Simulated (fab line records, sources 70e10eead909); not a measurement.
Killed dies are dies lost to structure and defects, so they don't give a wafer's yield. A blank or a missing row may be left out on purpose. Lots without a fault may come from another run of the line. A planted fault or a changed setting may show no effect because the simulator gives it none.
Which tool did it? | flow nand_harc | 7 lots, 21 wafers sampled, at 1 step of a route of 1302

WHAT THE GAUGES READ, wafer by wafer
NHARC_A_SOURCE_PLATE_THK_MEAS_06: measures by ellipsometry.
lot  | measured     | on            | thk_nm (nm)
L420 | day 8 07:08  | film_metro-02 | 199.1 198.1 197.9
L422 | day 8 23:18  | film_metro-01 | 204.8 202.3 204.7
L425 | day 10 02:41 | film_metro-01 | 197.0 199.2 198.9
L427 | day 11 00:14 | film_metro-01 | 198.6 200.4 202.4
L429 | day 11 21:39 | film_metro-01 | 199.0 199.2 201.5
L434 | day 14 15:03 | film_metro-01 | 200.9 201.0 201.9
L442 | day 17 03:24 | film_metro-01 | 197.4 200.1 202.0

WHICH TOOL RAN EACH LOT (tool, then ch and the chambers of the sampled wafers, then the start)
The record holds no process step before these readings.

THE ANSWER, worked out from the rows above alone
Rule: what is usual is taken from the lots themselves. Put in order of their means at a reading, lots are off if they are a third of the lots or fewer, leave a main group of 4 or more, and stand apart from it by a gap of 3 or more times the standard deviation of the main group's means; of several such gaps the widest counts. A main group whose means are all the same, to the digits that the tables above print for the reading, isn't used. A lot without any number at a reading at which 4 lots or more have one is off too. The other lots that the step has rows for count as sound.
No lot is off at any reading shown: from this, nothing can be told.

WHAT THE SIMULATOR HAD PUT IN
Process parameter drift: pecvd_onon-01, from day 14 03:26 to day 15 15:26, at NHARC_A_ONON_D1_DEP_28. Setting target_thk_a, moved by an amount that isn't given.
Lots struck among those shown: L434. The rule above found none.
